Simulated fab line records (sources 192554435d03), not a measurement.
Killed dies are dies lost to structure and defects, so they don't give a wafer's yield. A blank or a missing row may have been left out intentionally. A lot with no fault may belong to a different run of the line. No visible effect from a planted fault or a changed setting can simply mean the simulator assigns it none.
fab line records	flow n5Finfet
[record] lots = 4	wafers = 12	lastDay = 16
route steps=1938 shown FIN_SAQP@92 BEOL_M4@1111 PASSIVATION@1936
lots untouched by any fault: they come from a run of this same line in which no faults occurred
startH: the number of hours between the record's first day and the start of the first shown wafer of the lot	waitH: time in hours since the lot's previous step	" repeats the value in the row above	L1.1+2: a row that stands for several wafers	- no value present, or no start provided	* or withheld: withheld	< > ~ a bound
route shown NAME@n: NAME is a module with steps in the file, n the number in the route of the first one	usual: mean/standard deviation of fault-free wafers	same: alike in all rows	chamber/n: place in a boat	sites: per-site readings	_std_site: standard deviation of those values	_edge_site: the outer-site mean with the inner-site mean subtracted	radiusMm: for every site, how far away it sits from the centre of the wafer	mask NAME#n: copy n	behind: the last tool/chamber to shape the wafer	hold: the reason the lot was held/the length of the hold in hours/how it ended	device: whichever transistor did not switch (one of n, p or np)	end of line: the tests these same wafers got at the end of their route	for a step that has no rows: nothing shown but its recipe	killed: dies that structure and defects cost at the first sort, which is not the same as the wafer's yield	map: shows each die of a wafer: x if killed, . if not, _ if none is there
set.NAME: the setting that was run; set.NAME@STEP: the one run at that earlier step	model.NAME: the simulator's own value behind a step, which no gauge read
lots at selected steps of the route; one table per step, one row per wafer
services: from which hour (startH, from the record's first day; less than 0 if before it) a tool's chamber was out of use, for how many hours, and why
[[steps]]
[step N5_FIN_SAQP_PRECLEAN_44]
[recipe] chemistry = SC2	timeS = 45	tempC = 35	mix = 1:1:50
[step N5_FIN_SAQP_SRD_01]
[recipe] dry = ipaMarangoni	timeS = 30	tempC = 23	rinseLiquid = diw
[step N5_FIN_SAQP_ALD_61]
[recipe] material = SiO2	targetThkA = 40	tempC = 300	aldPrecursorFamily = BDEAS	aldCoReactant = O2-plasma	pulseTimeS = 1	purgeTimeS = 2	coReactantPurgeTimeS = 2	aldCycles = 43	pressureTorr = 2
[step N5_FIN_SAQP_DENSIFY_62]
[recipe] tempC = 700	timeS = 60	ambient = N2	idleTempC = 600	rampUpCPerS = 150	rampDownCPerS = 60	coolToC = 600
[step N5_FIN_SAQP_HM_DEP_03]
[recipe] material = SiNx	targetThkA = 380	tempC = 400	precursor = SiH4/NH3/N2	pressureTorr = 1.5	rfW = 300	timeS = 33.6
[step N5_FIN_SAQP_PECVD_47]
[recipe] material = a-Si	targetThkA = 450	tempC = 400	precursor = SiH4/He	pressureTorr = 3	rfW = 100	timeS = 36.3
[step N5_FIN_SAQP_PECVD_48]
[recipe] material = SiNx	targetThkA = 250	tempC = 400	precursor = SiH4/NH3/N2	pressureTorr = 1.5	rfW = 300	timeS = 22.1
[step N5_FIN_SAQP_PECVD_06]
[recipe] material = a-Si	targetThkA = 600	tempC = 400	precursor = SiH4/He	pressureTorr = 3	rfW = 100	timeS = 48.1
[step N5_FIN_SAQP_HM_DEP_72]
[recipe] material = SiO2	targetThkA = 120	tempC = 400	precursor = SiH4/N2O	pressureTorr = 0.75	rfW = 275	timeS = 7.2
[step N5_FIN_SAQP_COAT_49]
[recipe] resist = SOC	tempC = 250	timeS = 60	spinRpm = 1500	resistThkNm = 100
[step N5_FIN_SAQP_COAT_50]
[recipe] resist = SiARC	tempC = 220	timeS = 60	spinRpm = 1500	resistThkNm = 35
[usual] spinSpeedRpm = 1500.1/1.2
[same] timeS = 60
lot.wafer	tool	chamber	startH	waitH	spinSpeedRpm	model.SiARC_of_FIN_SAQP_COAT_50.thkNm
L426.1	lithoTrack-01	0	69.95	-	1500.9	34.94
L426.2	"	0	"	"	1501.8	35.03
L426.4	"	0	"	"	1500.7	35
L430.1	lithoTrack-01	0	93.51	-	1621.5	33.93
L430.2	"	0	"	"	1621.4	33.76
L430.6	"	0	"	"	1621.0	33.8
L431.1	lithoTrack-01	0	100.61	-	1618.4	33.84
L431.4	"	0	"	"	1619.1	33.71
L431.6	"	0	"	"	1619.1	33.88
L436.4	lithoTrack-02	0	128.77	-	1500.0	34.83
L436.5	"	0	"	"	1500.0	34.87
L436.6	"	0	"	"	1499.8	34.91
[step N5_FIN_SAQP_COAT_10]
[recipe] resist = CAR-ArF	spinRpm = 1500	resistThkNm = 90
[step N5_FIN_SAQP_EBR_12]
[recipe] solvent = PGMEA	ebrWidthMm = 1.5
[step N5_FIN_SAQP_SOFTBAKE_11]
[recipe] tempC = 110	timeS = 60	resist = CAR-ArF
[step N5_FIN_SAQP_EXPOSE_13]
[recipe] maskId = FIN_CORE	na = 1.35	sourceShape = dipole	sigmaInner = 0.538	sigmaOuter = 0.738	polarization = te	targetCdNm = 35.6	doseMj = 63.25
[step N5_FIN_SAQP_PEB_14]
[recipe] pebTempC = withheld	pebTimeS = 60	resist = CAR-ArF
[step N5_FIN_SAQP_DEVELOP_15]
[recipe] developTimeS = 30	developer = TMAH	resist = CAR-ArF	devTempC = 23	rinseLiquid = diw	dry = airSpin
[step N5_FIN_SAQP_DESCUM_21]
[recipe] chemistry = O2	timeS = 7.9	sourcePowerW = 50	biasPowerW = 20	pressureMtorr = 20	rfFrequencyHz = 2.712e+07	tempC = 40	resist = CAR-ArF	o2FlowSccm = 225
[step N5_FIN_SAQP_ETCH_51]
[recipe] chemistry = CF4	target = SiARC	targetDepthA = 455	maskMaterial = CAR-ArF	timeS = 75.8	ionEnergyEv = 80	pressureMtorr = 40	sourceW = 545	biasW = 36	Ar_flow_sccm = 100	cf4FlowSccm = 100	ends = cleared
[usual] biasW = 36.00/0.11	drypumpMotorCurrentA = 5.8/0.55	etchRfOnTimeS = 75.4/1.7	oesProductAu = 0.69/0.06	rfFwdPowerW = 539.8/2	rfVppV = 184.0/1.1	showerheadPlenumPTorr = 2.14/0.056	throttleValvePct = 15.63/0.29
lot.wafer	tool	chamber	startH	waitH	biasW	drypumpMotorCurrentA	etchRfOnTimeS	oesProductAu	rfFwdPowerW	rfHoursCounterH	rfVppV	showerheadPlenumPTorr	throttleValvePct	model.etch.depthNm	model.CAR-ArF_of_FIN_SAQP_COAT_10.thkNm
L426.1	rieDiel-04	1	71.00	0.0	36.03	6.0	75.6	0.64	541.1	181	183.9	2.13	15.98	34.94	50.75
L426.2	"	0	"	"	36.07	6.8	76.7	0.63	539.5	167	182.8	2.04	15.92	35.03	50.91
L426.4	"	2	"	"	35.97	6.1	72.3	0.82	541.1	12	183.0	2.10	15.24	35	50.9
L430.1	rieDiel-01	2	94.04	0.0	36.15	5.1	74.2	0.70	540.0	66	183.8	2.08	15.52	33.93	52.15
L430.2	"	1	"	"	35.84	5.4	71.9	0.74	539.5	41	183.3	2.19	15.44	33.76	52.46
L430.6	"	2	"	"	36.16	5.2	74.0	0.70	540.9	-	182.6	2.08	15.51	33.8	52.34
L431.1	rieDiel-04	0	101.11	0.0	36.06	6.8	74.3	0.63	538.7	176	183.7	2.04	15.93	33.84	52.13
L431.4	"	1	"	"	36.05	6.0	73.9	0.62	540.1	191	184.3	2.13	15.97	33.71	52.24
L431.6	"	1	"	"	36.10	6.1	74.7	0.62	540.9	-	184.3	2.13	15.98	33.88	52.08
L436.4	rieDiel-04	0	129.15	0.0	35.92	6.8	75.7	0.61	538.1	185	183.6	2.04	15.95	34.83	50.9
L436.5	"	2	"	"	36.03	6.1	72.2	0.78	542.3	-	182.8	2.09	15.29	34.87	50.86
L436.6	"	3	"	"	35.76	5.3	74.8	0.66	540.3	-	184.3	2.07	15.76	34.91	50.93
[step N5_FIN_SAQP_ETCH_52]
[recipe] chemistry = N2/H2	target = SOC	targetDepthA = 1000	overetchA = 200	maskMaterial = SiARC	tempC = 40	timeS = 150	ionEnergyEv = 200	pressureMtorr = 30	sourceW = 840	biasW = 150	n2FlowSccm = 200	h2FlowSccm = 200	ends = endPoint
[step N5_FIN_SAQP_STRIP_53]
[recipe] chemistry = N2/H2	tempC = 40	n2FlowSccm = 200	h2FlowSccm = 200	rfFrequencyHz = 6e+07
[step N5_FIN_SAQP_HM_OPEN_73]
[recipe] chemistry = CHF3/O2	target = SiO2	stopOn = a-Si	targetDepthA = 120	overEtchFrac = 1.8	maskMaterial = SOC	timeS = 16.8	pressureMtorr = 30	sourceW = 650	biasW = 170	Ar_flow_sccm = 200	CHF3_flow_sccm = 50	O2_flow_sccm = 5	ionEnergyEv = 200	ends = endPoint
[usual] biasW = 170.0/0.52	drypumpMotorCurrentA = 5.8/0.55	oes_ar_750_au = 0.80/0.069	oesProductAu = 0.48/0.04	rfFwdPowerW = 645.3/2.2	rfVppV = 524/8.6	showerheadPlenumPTorr = 2.41/0.066	throttleValvePct = 18.86/0.27
lot.wafer	tool	chamber	startH	waitH	biasW	drypumpMotorCurrentA	oes_ar_750_au	oesProductAu	rfFwdPowerW	rfHoursCounterH	rfVppV	showerheadPlenumPTorr	throttleValvePct	model.SiARC_of_FIN_SAQP_COAT_50.thkNm
L426.1	rieDiel-04	1	71.17	0.0	170.0	6.0	0.73	0.45	644.0	181	530	2.39	19.11	4.949
L426.2	"	0	"	"	169.7	6.8	0.74	0.45	644.2	167	532	2.31	19.15	5.068
L426.4	"	2	"	"	168.8	6.2	0.94	0.56	646.9	12	512	2.35	18.45	4.516
L430.1	rieDiel-01	2	94.20	0.0	170.6	5.2	0.82	0.49	643.5	66	536	2.34	18.70	3.596
L430.2	"	1	"	"	169.8	5.4	0.86	0.52	648.3	41	523	2.47	18.70	3.619
L430.6	"	2	"	"	170.4	5.2	0.82	0.50	644.4	-	538	2.34	18.71	3.621
L431.1	rieDiel-04	0	101.27	0.0	170.6	6.8	0.72	0.44	643.3	176	529	2.30	19.18	3.907
L431.4	"	1	"	"	170.5	6.0	0.73	0.45	645.4	191	531	2.39	19.14	3.875
L431.6	"	1	"	"	170.3	6.0	0.73	0.44	649.0	-	531	2.39	19.14	4.217
L436.4	rieDiel-04	0	129.31	0.0	170.7	6.8	0.72	0.43	640.7	185	530	2.30	19.18	5.035
L436.5	"	2	"	"	170.8	6.1	0.90	0.54	644.0	-	512	2.35	18.47	4.483
L436.6	"	3	"	"	169.7	5.3	0.77	0.46	645.9	-	525	2.32	19.00	4.865
[step N5_FIN_SAQP_STRIP_74]
[recipe] chemistry = CHF3/O2	resist = SiARC	rfFrequencyHz = 6e+07
[step N5_BEOL_M4_RC_MEAS_101]
[usual] DIBL_N = 36.4/1.7	DIBL_P = 36.4/2.1	IOFF_N = 0.16/0.035	IOFF_P = 0.21/0.035	ION_N = 680/11	ION_P = 465/6.8	SS_N = 71.5/0.58	SS_P = 73.2/0.72	VT_N = 249/3.6	VT_P = -250/3.1
lot.wafer	tool	chamber	startH	waitH	DIBL_N[mV/V]	DIBL_P[mV/V]	IOFF_N[nA/um]	IOFF_P[nA/um]	ION_N[uA/um]	ION_P[uA/um]	SS_N[mV/dec]	SS_P[mV/dec]	VT_N[mV]	VT_P[mV]
L426.1	prober-02	0	214.89	0.6	36.7	36.4	0.16	0.20	676	465	71.1	73.1	248	-253
L426.2	"	0	"	"	34.7	34.5	0.13	0.17	670	457	71.3	72.2	254	-256
L426.4	"	0	"	"	37.1	37.6	0.19	0.22	702	473	71.4	73.8	248	-252
L430.1	prober-01	0	246.88	0.0	36.6	34.3	0.16	0.19	675	454	72.0	72.0	248	-251
L430.2	"	0	"	"	36.8	35.1	0.15	0.19	670	458	72.0	73.1	249	-253
L430.6	"	0	"	"	36.4	35.7	0.15	0.20	682	464	71.4	72.7	249	-248
L431.1	prober-02	0	252.01	0.0	36.0	35.4	0.16	0.23	673	471	71.6	73.0	247	-245
L431.4	"	0	"	"	35.6	35.3	0.16	0.23	687	474	71.0	73.0	247	-247
L431.6	"	0	"	"	37.2	36.3	0.18	0.25	691	471	71.8	73.1	245	-247
L436.4	prober-02	0	279.37	0.5	36.5	36.7	0.16	0.20	685	468	72.0	73.7	247	-250
L436.5	"	0	"	"	34.5	34.0	0.12	0.15	672	455	71.4	73.0	254	-255
L436.6	"	0	"	"	37.0	37.9	0.17	0.21	676	461	71.5	73.7	249	-252
[step N5_PASSIVATION_PROBE_49]
[usual] defectLimitedYield = 91.3/1.4	killed_at_M0_to_M3 = 36/11	killed_at_M4_up = 13/5.2	killedAtContacts = 13/6.5	killedAtFrontEnd = 37/11	killedAtOther = 3.6/2.9	killedDies = 103/17	killedOnRim = 13/3.6	killedOpen = 68/12	killedShort = 33/7.3	sort_bin_5_function = 5.2/0.91	sort_bin_6_memory = 3.2/0.67	sortNPass = 1077/17	sortYieldPct = 91.3/1.4
[same] grossDies = 1180	killedAtBackSide = 0	sort_bin_4_leakage[%] = 0	sort_bin_8_speed[%] = 0
lot.wafer	tool	chamber	startH	waitH	defectLimitedYield[%]	killed_at_M0_to_M3	killed_at_M4_up	killedAtContacts	killedAtFrontEnd	killedAtOther	killedDies	killedOnRim	killedOpen	killedShort	sort_bin_5_function[%]	sort_bin_6_memory[%]	sortNPass	sortYieldPct[%]
L426.1	prober-01	-	322.39	0.1	91.2	36	14	21	32	1	104	12	64	40	5.0	3.7	1076	91.2
L426.2	prober-01	-	322.44	0.2	91.9	32	10	17	36	1	96	16	72	23	4.2	3.7	1084	91.9
L426.4	prober-01	-	322.54	0.3	91.7	26	11	26	32	3	98	13	73	25	4.9	2.7	1082	91.7
L430.1	prober-02	-	353.53	0.0	91.9	38	8	17	30	2	95	11	61	33	5.0	3.0	1085	91.9
L430.2	prober-02	-	353.58	0.1	92.0	28	19	8	38	1	94	11	56	37	4.2	3.6	1086	92.0
L430.6	prober-02	-	353.78	0.3	89.4	44	9	22	45	5	125	19	86	37	6.4	3.9	1055	89.4
// killed by level:class
L426.1 BEOL_M1:geometricParticle:open=14 MOL_CONTACT_COAG:geometricParticle:open=11 MOL_CONTACT_COAG:geometricParticle:short=10 DUMMY_GATE:geometricParticle:open=8 BEOL_M3:geometricParticle:open=5 BEOL_M0_SAQP:geometricParticle:short=5 BEOL_M4:geometricParticle:short=5 BEOL_M4:geometricParticle:open=5
L426.2 MOL_CONTACT_COAG:geometricParticle:open=17 FIN_SAQP:geometricParticle:open=10 BEOL_M0_SAQP:geometricParticle:open=8 STI_FIN_REVEAL:geometricParticle:open=7 BEOL_M0_SAQP:geometricParticle:short=7 DUMMY_GATE:geometricParticle:open=5 BEOL_M4:geometricParticle:open=5 GATE_CUT:geometricParticle:open=4
L426.4 MOL_CONTACT_COAG:geometricParticle:open=21 BEOL_M0_SAQP:geometricParticle:open=8 BEOL_M4:geometricParticle:open=8 STI_FIN_REVEAL:geometricParticle:open=7 DUMMY_GATE:geometricParticle:open=6 MOL_CONTACT_COAG:geometricParticle:short=5 FIN_SAQP:geometricParticle:open=4 FIN_SAQP:geometricParticle:short=4
L430.1 MOL_CONTACT_COAG:geometricParticle:open=16 FIN_SAQP:geometricParticle:short=11 BEOL_M3:geometricParticle:open=9 BEOL_M0_SAQP:geometricParticle:short=7 BEOL_M0_SAQP:geometricParticle:open=7 STI_FIN_REVEAL:geometricParticle:open=6 BEOL_M4:geometricParticle:open=5 BEOL_M2:geometricParticle:short=4
L430.2 STI_FIN_REVEAL:geometricParticle:open=11 BEOL_M0_SAQP:geometricParticle:open=7 BEOL_M4:geometricParticle:short=7 BEOL_M2:geometricParticle:short=6 FIN_SAQP:geometricParticle:open=5 MOL_CONTACT_COAG:geometricParticle:open=5 BEOL_M4:geometricParticle:open=5 BEOL_M0:geometricParticle:short=4
L430.6 MOL_CONTACT_COAG:geometricParticle:open=15 BEOL_M2:geometricParticle:open=12 STI_FIN_REVEAL:geometricParticle:open=11 BEOL_M3:geometricParticle:open=10 BEOL_M0_SAQP:geometricParticle:open=8 FIN_SAQP:geometricParticle:short=7 MOL_CONTACT_COAG:geometricParticle:short=7 BEOL_M0_SAQP:geometricParticle:short=6
[[services]]
tool	chamber	startH	hours	kind
rieDiel-04	3	59.49	4.5	repair
lithoTrack-01	-	62.52	-	consumableReplace:filter
lithoTrack-02	-	125.27	-	consumableReplace:filter
[[key]]
[firstSign] step = N5_FIN_SAQP_COAT_50	reading = spinSpeedRpm	direction = up	sigmas = 99+	usual = *	struck = *
effect none on later readings
[modelEffect] step = N5_FIN_SAQP_COAT_50	value = SiARC_of_FIN_SAQP_COAT_50.thkNm	without = 35.15	struck = 33.82
[modelEffect] step = N5_FIN_SAQP_ETCH_51	value = etch.depthNm	without = 35.15	struck = 33.82
[modelEffect] step = N5_FIN_SAQP_HM_OPEN_73	value = SiARC_of_FIN_SAQP_COAT_50.thkNm	without = 5.138	struck = 3.806
metAt N5_FIN_SAQP_COAT_50
struckWafers L430.1,L430.2,L430.6,L431.1,L431.4,L431.6
onsetBetween 69.95 93.51
[fault] kind = processParameterDrift	tool = lithoTrack-01	chamber = -	onsetH = 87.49	steps = N5_FIN_SAQP_COAT_50	channel = spinRpm	offset = *	shape = step	endH = 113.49	actsIn = *	stated = *
